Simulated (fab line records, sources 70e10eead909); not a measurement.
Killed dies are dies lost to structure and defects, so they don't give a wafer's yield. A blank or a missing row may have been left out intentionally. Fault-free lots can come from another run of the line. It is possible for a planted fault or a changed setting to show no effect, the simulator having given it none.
Which tool was responsible? / flow nand_harc / Sampling: 11 lots, 33 wafers, 5 of 1159 route steps

WHAT EACH GAUGE READ, for each wafer
NHARC_END_SORT_01. Usual: killed_at_array 25, standard deviation 9.2; killed_at_other 0.8, standard deviation 1.2; killed_at_periphery 3.9, standard deviation 2.6; killed_dies 30, standard deviation 9.7; killed_open 3.4, standard deviation 1.9; killed_short 2.0, standard deviation 1.4.
lot=L357; measured=day 20 04:00; on=prober-02; killed_at_array=14 15 18; killed_at_other=0 0 0; killed_at_periphery=6 3 8; killed_dies=20 18 26; killed_open=4 4 4; killed_short=0 1 2; flag=
lot=L358; measured=day 20 10:59; on=prober-02; killed_at_array=10 10 9; killed_at_other=0 0 1; killed_at_periphery=4 7 4; killed_dies=14 17 14; killed_open=3 2 1; killed_short=3 3 2; flag=
lot=L359; measured=day 20 19:39; on=prober-02; killed_at_array=27 35 38; killed_at_other=0 0 0; killed_at_periphery=5 6 8; killed_dies=32 41 46; killed_open=2 7 4; killed_short=3 1 1; flag=
lot=L362; measured=day 21 04:19; on=prober-02; killed_at_array=29 30 24; killed_at_other=2 0 0; killed_at_periphery=1 5 1; killed_dies=32 35 25; killed_open=4 5 2; killed_short=1 4 2; flag=
lot=L365; measured=day 21 19:50; on=prober-02; killed_at_array=28 25 40; killed_at_other=1 1 0; killed_at_periphery=2 2 6; killed_dies=31 28 46; killed_open=1 3 6; killed_short=1 4 3; flag=
lot=L364; measured=day 21 19:04; on=prober-01; killed_at_array=23 26 24; killed_at_other=1 0 0; killed_at_periphery=4 8 4; killed_dies=28 34 28; killed_open=3 9 3; killed_short=0 2 3; flag=
lot=L368; measured=day 22 04:17; on=prober-02; killed_at_array=674 673 669; killed_at_other=0 1 2; killed_at_periphery=3 3 6; killed_dies=677 677 677; killed_open=4 2 5; killed_short=2 1 2; flag=OFF
lot=L366; measured=day 22 15:07; on=prober-02; killed_at_array=674 673 674; killed_at_other=2 2 1; killed_at_periphery=1 2 2; killed_dies=677 677 677; killed_open=4 4 2; killed_short=2 5 1; flag=OFF
lot=L370; measured=day 23 08:08; on=prober-02; killed_at_array=32 24 46; killed_at_other=2 3 0; killed_at_periphery=4 4 1; killed_dies=38 31 47; killed_open=5 2 5; killed_short=2 1 1; flag=
lot=L376; measured=day 24 09:05; on=prober-02; killed_at_array=32 33 28; killed_at_other=4 2 1; killed_at_periphery=3 0 2; killed_dies=39 35 31; killed_open=6 5 0; killed_short=1 2 2; flag=
lot=L377; measured=day 24 07:37; on=prober-01; killed_at_array=34 28 34; killed_at_other=0 1 1; killed_at_periphery=2 3 6; killed_dies=36 32 41; killed_open=5 3 0; killed_short=3 5 3; flag=

WHAT TOOL EACH LOT RAN ON (gives the tool, then ch and the chambers of the sampled wafers, and finally the start)
lot=L357; NHARC_A_STAIRCASE_TRIM_226=rie_diel-04 ch 1,2,3, day 11 16:05 or earlier; NHARC_A_STAIRCASE_TRIM_233=rie_diel-04 ch 0,3, day 11 16:05; NHARC_A_STAIRCASE_TRIM_235=rie_diel-04 ch 1,3, day 20 04:00 or earlier; NHARC_A_STAIRCASE_ETCH_236=rie_diel-04 ch 0,1, day 20 04:00 or earlier
lot=L358; NHARC_A_STAIRCASE_TRIM_226=rie_diel-02 ch 0,1,2, day 12 01:20 or earlier; NHARC_A_STAIRCASE_TRIM_233=rie_diel-02 ch 0,1,3, day 12 01:20; NHARC_A_STAIRCASE_TRIM_235=rie_diel-02 ch 0,1,2, day 20 10:59 or earlier; NHARC_A_STAIRCASE_ETCH_236=rie_diel-02 ch 1,2,3, day 20 10:59 or earlier
lot=L359; NHARC_A_STAIRCASE_TRIM_226=rie_diel-13 ch 0,1, day 12 01:29 or earlier; NHARC_A_STAIRCASE_TRIM_233=rie_diel-04 ch 0,3, day 12 01:29; NHARC_A_STAIRCASE_TRIM_235=rie_diel-04 ch 1,2,3, day 20 19:39 or earlier; NHARC_A_STAIRCASE_ETCH_236=rie_diel-04 ch 0,3, day 20 19:39 or earlier
lot=L362; NHARC_A_STAIRCASE_TRIM_226=rie_diel-04 ch 1,2, day 13 02:44 or earlier; NHARC_A_STAIRCASE_TRIM_233=rie_diel-13 ch 1,2,3, day 13 02:44; NHARC_A_STAIRCASE_TRIM_235=rie_diel-13 ch 0,1, day 21 04:19 or earlier; NHARC_A_STAIRCASE_ETCH_236=rie_diel-13 ch 0,1, day 21 04:19 or earlier
lot=L365; NHARC_A_STAIRCASE_TRIM_226=rie_diel-04 ch 0,1,2, day 13 17:35 or earlier; NHARC_A_STAIRCASE_TRIM_233=rie_diel-04 ch 0,2,3, day 13 17:35; NHARC_A_STAIRCASE_TRIM_235=rie_diel-04 ch 0,1,2, day 21 19:50 or earlier; NHARC_A_STAIRCASE_ETCH_236=rie_diel-04 ch 0,1,2, day 21 19:50 or earlier
lot=L364; NHARC_A_STAIRCASE_TRIM_226=rie_diel-02 ch 0,1,2, day 13 17:59 or earlier; NHARC_A_STAIRCASE_TRIM_233=rie_diel-13 ch 1,3, day 13 17:59; NHARC_A_STAIRCASE_TRIM_235=rie_diel-13 ch 0,2, day 21 19:04 or earlier; NHARC_A_STAIRCASE_ETCH_236=rie_diel-13 ch 0,2,3, day 21 19:04 or earlier
lot=L368; NHARC_A_STAIRCASE_TRIM_226=rie_diel-04 ch 0,1,2, day 14 11:49 or earlier; NHARC_A_STAIRCASE_TRIM_233=rie_diel-04 ch 0,2,3, day 14 11:49; NHARC_A_STAIRCASE_TRIM_235=rie_diel-04 ch 2,3, day 22 04:17 or earlier; NHARC_A_STAIRCASE_ETCH_236=rie_diel-04 ch 0,1, day 22 04:17 or earlier
lot=L366; NHARC_A_STAIRCASE_TRIM_226=rie_diel-13 ch 0,3, day 14 20:37 or earlier; NHARC_A_STAIRCASE_TRIM_233=rie_diel-04 ch 0,1,3, day 14 20:37; NHARC_A_STAIRCASE_TRIM_235=rie_diel-04 ch 1,3, day 22 15:07 or earlier; NHARC_A_STAIRCASE_ETCH_236=rie_diel-04 ch 0,3, day 22 15:07 or earlier
lot=L370; NHARC_A_STAIRCASE_TRIM_226=rie_diel-02 ch 0,1,3, day 15 05:11 or earlier; NHARC_A_STAIRCASE_TRIM_233=rie_diel-02 ch 0,1, day 15 05:11; NHARC_A_STAIRCASE_TRIM_235=rie_diel-02 ch 0,2,3, day 23 08:08 or earlier; NHARC_A_STAIRCASE_ETCH_236=rie_diel-02 ch 0,1,2, day 23 08:08 or earlier
lot=L376; NHARC_A_STAIRCASE_TRIM_226=rie_diel-02 ch 0,2,3, day 16 08:22 or earlier; NHARC_A_STAIRCASE_TRIM_233=rie_diel-02 ch 0,1,2, day 16 08:22; NHARC_A_STAIRCASE_TRIM_235=rie_diel-02 ch 2,3, day 24 09:05 or earlier; NHARC_A_STAIRCASE_ETCH_236=rie_diel-02 ch 0,3, day 24 09:05 or earlier
lot=L377; NHARC_A_STAIRCASE_TRIM_226=rie_diel-13 ch 0,1,3, day 16 09:54 or earlier; NHARC_A_STAIRCASE_TRIM_233=rie_diel-02 ch 1,2,3, day 16 09:54; NHARC_A_STAIRCASE_TRIM_235=rie_diel-02 ch 0,1,3, day 24 07:37 or earlier; NHARC_A_STAIRCASE_ETCH_236=rie_diel-02 ch 0,1,3, day 24 07:37 or earlier
- NHARC_A_STAIRCASE_TRIM_226: chemistry O2, time 211.2 s.
- NHARC_A_STAIRCASE_TRIM_233: chemistry O2, time 211.2 s.
- NHARC_A_STAIRCASE_TRIM_235: chemistry O2, time 211.2 s.
- NHARC_A_STAIRCASE_ETCH_236: etches the open film in C4F8/O2, target depth 100 nm, time 40.5 s.

AS READ BY THE TOOLS THEMSELVES (means over the sampled wafers that have a number; for cases with no such wafer, the mark the record gives instead)
NHARC_A_STAIRCASE_TRIM_226. Usual: chamber_pressure_mTorr 60.00 mTorr, standard deviation 0.054; drypump_motor_current_A 5.8 A, standard deviation 0.41; oes_product_au 1.000 a.u., standard deviation 0.011; rf_vpp_V 57.7 V, standard deviation 0.87; showerhead_plenum_p_Torr 3.50 Torr, standard deviation 0.14; throttle_valve_pct 17.037 %, standard deviation 0.0096.
lot=L357; tool=rie_diel-04; chamber_pressure_mTorr (mTorr)=59.97; drypump_motor_current_A (A)=6.4; oes_product_au (a.u.)=1.009; rf_vpp_V (V)=57.1; showerhead_plenum_p_Torr (Torr)=3.40; throttle_valve_pct (%)=17.036; flag=
lot=L358; tool=rie_diel-02; chamber_pressure_mTorr (mTorr)=60.01; drypump_motor_current_A (A)=5.7; oes_product_au (a.u.)=1.001; rf_vpp_V (V)=57.5; showerhead_plenum_p_Torr (Torr)=3.48; throttle_valve_pct (%)=17.032; flag=
lot=L359; tool=rie_diel-13; chamber_pressure_mTorr (mTorr)=60.01; drypump_motor_current_A (A)=5.6; oes_product_au (a.u.)=1.004; rf_vpp_V (V)=57.6; showerhead_plenum_p_Torr (Torr)=3.40; throttle_valve_pct (%)=17.028; flag=
lot=L362; tool=rie_diel-04; chamber_pressure_mTorr (mTorr)=60.03; drypump_motor_current_A (A)=6.4; oes_product_au (a.u.)=1.003; rf_vpp_V (V)=56.2; showerhead_plenum_p_Torr (Torr)=3.36; throttle_valve_pct (%)=17.031; flag=
lot=L365; tool=rie_diel-04; chamber_pressure_mTorr (mTorr)=59.99; drypump_motor_current_A (A)=6.2; oes_product_au (a.u.)=0.998; rf_vpp_V (V)=57.5; showerhead_plenum_p_Torr (Torr)=3.55; throttle_valve_pct (%)=17.033; flag=
lot=L364; tool=rie_diel-02; chamber_pressure_mTorr (mTorr)=59.99; drypump_motor_current_A (A)=5.7; oes_product_au (a.u.)=1.005; rf_vpp_V (V)=57.4; showerhead_plenum_p_Torr (Torr)=3.47; throttle_valve_pct (%)=17.033; flag=
lot=L368; tool=rie_diel-04; chamber_pressure_mTorr (mTorr)=59.99; drypump_motor_current_A (A)=6.2; oes_product_au (a.u.)=0.999; rf_vpp_V (V)=58.2; showerhead_plenum_p_Torr (Torr)=3.55; throttle_valve_pct (%)=17.036; flag=
lot=L366; tool=rie_diel-13; chamber_pressure_mTorr (mTorr)=60.00; drypump_motor_current_A (A)=5.3; oes_product_au (a.u.)=0.993; rf_vpp_V (V)=57.7; showerhead_plenum_p_Torr (Torr)=3.48; throttle_valve_pct (%)=17.050; flag=
lot=L370; tool=rie_diel-02; chamber_pressure_mTorr (mTorr)=59.97; drypump_motor_current_A (A)=5.4; oes_product_au (a.u.)=0.988; rf_vpp_V (V)=57.1; showerhead_plenum_p_Torr (Torr)=3.51; throttle_valve_pct (%)=17.039; flag=
lot=L376; tool=rie_diel-02; chamber_pressure_mTorr (mTorr)=59.99; drypump_motor_current_A (A)=5.6; oes_product_au (a.u.)=0.994; rf_vpp_V (V)=57.5; showerhead_plenum_p_Torr (Torr)=3.54; throttle_valve_pct (%)=17.027; flag=
lot=L377; tool=rie_diel-13; chamber_pressure_mTorr (mTorr)=59.95; drypump_motor_current_A (A)=5.7; oes_product_au (a.u.)=0.993; rf_vpp_V (V)=58.4; showerhead_plenum_p_Torr (Torr)=3.52; throttle_valve_pct (%)=17.029; flag=

NHARC_A_STAIRCASE_TRIM_233. Usual: chamber_pressure_mTorr 60.00 mTorr, standard deviation 0.059; drypump_motor_current_A 5.8 A, standard deviation 0.39; oes_product_au 1.000 a.u., standard deviation 0.013; rf_vpp_V 57.6 V, standard deviation 0.85; showerhead_plenum_p_Torr 3.50 Torr, standard deviation 0.14; throttle_valve_pct 17.036 %, standard deviation 0.0099.
lot=L357; tool=rie_diel-04; chamber_pressure_mTorr (mTorr)=60.02; drypump_motor_current_A (A)=5.9; oes_product_au (a.u.)=1.004; rf_vpp_V (V)=56.9; showerhead_plenum_p_Torr (Torr)=3.34; throttle_valve_pct (%)=17.029; flag=
lot=L358; tool=rie_diel-02; chamber_pressure_mTorr (mTorr)=60.00; drypump_motor_current_A (A)=5.4; oes_product_au (a.u.)=1.004; rf_vpp_V (V)=58.5; showerhead_plenum_p_Torr (Torr)=3.53; throttle_valve_pct (%)=17.039; flag=
lot=L359; tool=rie_diel-04; chamber_pressure_mTorr (mTorr)=59.99; drypump_motor_current_A (A)=5.9; oes_product_au (a.u.)=1.000; rf_vpp_V (V)=57.1; showerhead_plenum_p_Torr (Torr)=3.34; throttle_valve_pct (%)=17.026; flag=
lot=L362; tool=rie_diel-13; chamber_pressure_mTorr (mTorr)=59.99; drypump_motor_current_A (A)=5.8; oes_product_au (a.u.)=0.992; rf_vpp_V (V)=57.8; showerhead_plenum_p_Torr (Torr)=3.57; throttle_valve_pct (%)=17.037; flag=
lot=L365; tool=rie_diel-04; chamber_pressure_mTorr (mTorr)=60.02; drypump_motor_current_A (A)=6.1; oes_product_au (a.u.)=1.000; rf_vpp_V (V)=57.3; showerhead_plenum_p_Torr (Torr)=3.50; throttle_valve_pct (%)=17.043; flag=
lot=L364; tool=rie_diel-13; chamber_pressure_mTorr (mTorr)=59.97; drypump_motor_current_A (A)=5.7; oes_product_au (a.u.)=0.999; rf_vpp_V (V)=57.4; showerhead_plenum_p_Torr (Torr)=3.68; throttle_valve_pct (%)=17.033; flag=
lot=L368; tool=rie_diel-04; chamber_pressure_mTorr (mTorr)=-; drypump_motor_current_A (A)=-; oes_product_au (a.u.)=-; rf_vpp_V (V)=-; showerhead_plenum_p_Torr (Torr)=-; throttle_valve_pct (%)=-; flag=OFF
lot=L366; tool=rie_diel-04; chamber_pressure_mTorr (mTorr)=-; drypump_motor_current_A (A)=-; oes_product_au (a.u.)=-; rf_vpp_V (V)=-; showerhead_plenum_p_Torr (Torr)=-; throttle_valve_pct (%)=-; flag=OFF
lot=L370; tool=rie_diel-02; chamber_pressure_mTorr (mTorr)=59.97; drypump_motor_current_A (A)=5.5; oes_product_au (a.u.)=0.985; rf_vpp_V (V)=57.1; showerhead_plenum_p_Torr (Torr)=3.45; throttle_valve_pct (%)=17.026; flag=
lot=L376; tool=rie_diel-02; chamber_pressure_mTorr (mTorr)=59.99; drypump_motor_current_A (A)=5.7; oes_product_au (a.u.)=0.984; rf_vpp_V (V)=57.9; showerhead_plenum_p_Torr (Torr)=3.46; throttle_valve_pct (%)=17.037; flag=
lot=L377; tool=rie_diel-02; chamber_pressure_mTorr (mTorr)=59.93; drypump_motor_current_A (A)=5.7; oes_product_au (a.u.)=0.989; rf_vpp_V (V)=58.5; showerhead_plenum_p_Torr (Torr)=3.52; throttle_valve_pct (%)=17.037; flag=

NHARC_A_STAIRCASE_TRIM_235. Usual: chamber_pressure_mTorr 60.00 mTorr, standard deviation 0.054; drypump_motor_current_A 5.8 A, standard deviation 0.4; oes_product_au 1.001 a.u., standard deviation 0.012; rf_vpp_V 57.6 V, standard deviation 0.96; showerhead_plenum_p_Torr 3.49 Torr, standard deviation 0.13; throttle_valve_pct 17.036 %, standard deviation 0.0087.
lot=L357; tool=rie_diel-04; chamber_pressure_mTorr (mTorr)=60.06; drypump_motor_current_A (A)=6.3; oes_product_au (a.u.)=1.012; rf_vpp_V (V)=57.3; showerhead_plenum_p_Torr (Torr)=3.43; throttle_valve_pct (%)=17.048; flag=
lot=L358; tool=rie_diel-02; chamber_pressure_mTorr (mTorr)=60.05; drypump_motor_current_A (A)=5.7; oes_product_au (a.u.)=1.004; rf_vpp_V (V)=58.1; showerhead_plenum_p_Torr (Torr)=3.48; throttle_valve_pct (%)=17.035; flag=
lot=L359; tool=rie_diel-04; chamber_pressure_mTorr (mTorr)=60.01; drypump_motor_current_A (A)=6.4; oes_product_au (a.u.)=1.004; rf_vpp_V (V)=57.0; showerhead_plenum_p_Torr (Torr)=3.40; throttle_valve_pct (%)=17.039; flag=
lot=L362; tool=rie_diel-13; chamber_pressure_mTorr (mTorr)=59.99; drypump_motor_current_A (A)=5.6; oes_product_au (a.u.)=0.998; rf_vpp_V (V)=58.5; showerhead_plenum_p_Torr (Torr)=3.40; throttle_valve_pct (%)=17.042; flag=
lot=L365; tool=rie_diel-04; chamber_pressure_mTorr (mTorr)=60.02; drypump_motor_current_A (A)=6.2; oes_product_au (a.u.)=1.007; rf_vpp_V (V)=56.9; showerhead_plenum_p_Torr (Torr)=3.55; throttle_valve_pct (%)=17.042; flag=
lot=L364; tool=rie_diel-13; chamber_pressure_mTorr (mTorr)=59.98; drypump_motor_current_A (A)=5.5; oes_product_au (a.u.)=0.997; rf_vpp_V (V)=57.9; showerhead_plenum_p_Torr (Torr)=3.38; throttle_valve_pct (%)=17.036; flag=
lot=L368; tool=rie_diel-04; chamber_pressure_mTorr (mTorr)=60.05; drypump_motor_current_A (A)=6.3; oes_product_au (a.u.)=0.999; rf_vpp_V (V)=58.6; showerhead_plenum_p_Torr (Torr)=3.66; throttle_valve_pct (%)=17.033; flag=
lot=L366; tool=rie_diel-04; chamber_pressure_mTorr (mTorr)=59.98; drypump_motor_current_A (A)=6.3; oes_product_au (a.u.)=1.012; rf_vpp_V (V)=58.1; showerhead_plenum_p_Torr (Torr)=3.42; throttle_valve_pct (%)=17.039; flag=
lot=L370; tool=rie_diel-02; chamber_pressure_mTorr (mTorr)=59.96; drypump_motor_current_A (A)=5.7; oes_product_au (a.u.)=0.997; rf_vpp_V (V)=57.4; showerhead_plenum_p_Torr (Torr)=3.54; throttle_valve_pct (%)=17.037; flag=
lot=L376; tool=rie_diel-02; chamber_pressure_mTorr (mTorr)=59.96; drypump_motor_current_A (A)=5.7; oes_product_au (a.u.)=1.006; rf_vpp_V (V)=58.0; showerhead_plenum_p_Torr (Torr)=3.60; throttle_valve_pct (%)=17.034; flag=
lot=L377; tool=rie_diel-02; chamber_pressure_mTorr (mTorr)=59.98; drypump_motor_current_A (A)=5.4; oes_product_au (a.u.)=0.988; rf_vpp_V (V)=57.4; showerhead_plenum_p_Torr (Torr)=3.51; throttle_valve_pct (%)=17.031; flag=

NHARC_A_STAIRCASE_ETCH_236. Usual: oes_product_au 0.943 a.u., standard deviation 0.014; rf_vpp_V 895 V, standard deviation 5.
lot=L357; tool=rie_diel-04; oes_product_au (a.u.)=0.962; rf_vpp_V (V)=893; flag=
lot=L358; tool=rie_diel-02; oes_product_au (a.u.)=0.953; rf_vpp_V (V)=896; flag=
lot=L359; tool=rie_diel-04; oes_product_au (a.u.)=0.941; rf_vpp_V (V)=890; flag=
lot=L362; tool=rie_diel-13; oes_product_au (a.u.)=0.934; rf_vpp_V (V)=890; flag=
lot=L365; tool=rie_diel-04; oes_product_au (a.u.)=0.943; rf_vpp_V (V)=896; flag=
lot=L364; tool=rie_diel-13; oes_product_au (a.u.)=0.951; rf_vpp_V (V)=896; flag=
lot=L368; tool=rie_diel-04; oes_product_au (a.u.)=0.952; rf_vpp_V (V)=893; flag=
lot=L366; tool=rie_diel-04; oes_product_au (a.u.)=0.927; rf_vpp_V (V)=890; flag=
lot=L370; tool=rie_diel-02; oes_product_au (a.u.)=0.928; rf_vpp_V (V)=893; flag=
lot=L376; tool=rie_diel-02; oes_product_au (a.u.)=0.947; rf_vpp_V (V)=897; flag=
lot=L377; tool=rie_diel-02; oes_product_au (a.u.)=0.933; rf_vpp_V (V)=895; flag=

THE ANSWER, worked out from the rows above alone
Rule: take the mean of a lot's wafers that have a number; if it is more than 3 standard deviations from the usual mean, the lot is off. A lot without any number at a reading at which 4 lots or more have one is off too. Where the step has rows for the other lots, those lots are counted as sound. First the gauges in route order, then the tools' own readings, where a lot's mean is used as printed above. The first step at which some lot is off is used, and at that step the reading that is off furthest; a lot without a number counts as furthest.
Off at NHARC_END_SORT_01 (killed_at_array): L368, L366.
If a tool, at a process step before that reading, ran all the lots that are off and no sound lot after the first of them, it fits. Not tried: the gauges at NHARC_END_SORT_01; whatever is off there is also off at NHARC_A_STAIRCASE_TRIM_233, on other tools, and gauge error can't account for it. NHARC_A_STAIRCASE_TRIM_226: start missing for some lots; hours and lot order therefore follow NHARC_A_STAIRCASE_TRIM_233. NHARC_A_STAIRCASE_TRIM_235: start missing for some lots; hours and lot order therefore follow NHARC_END_SORT_01. NHARC_A_STAIRCASE_ETCH_236: start missing for some lots; hours and lot order therefore follow NHARC_END_SORT_01. One candidate fits, namely rie_diel-04 at NHARC_A_STAIRCASE_TRIM_233 and NHARC_A_STAIRCASE_TRIM_235 and NHARC_A_STAIRCASE_ETCH_236. At NHARC_A_STAIRCASE_TRIM_233 its last sound lot is L365 (day 13 17:35), its first lot that is off L368 (day 14 11:49): a fault that began between those two fits.
Blank at NHARC_A_STAIRCASE_TRIM_233 on the lots that are off, where sound lots have numbers: chamber_pressure_mTorr, drypump_motor_current_A, oes_product_au, rf_vpp_V, showerhead_plenum_p_Torr, throttle_valve_pct.

WHAT HAD BEEN PUT IN BY THE SIMULATOR
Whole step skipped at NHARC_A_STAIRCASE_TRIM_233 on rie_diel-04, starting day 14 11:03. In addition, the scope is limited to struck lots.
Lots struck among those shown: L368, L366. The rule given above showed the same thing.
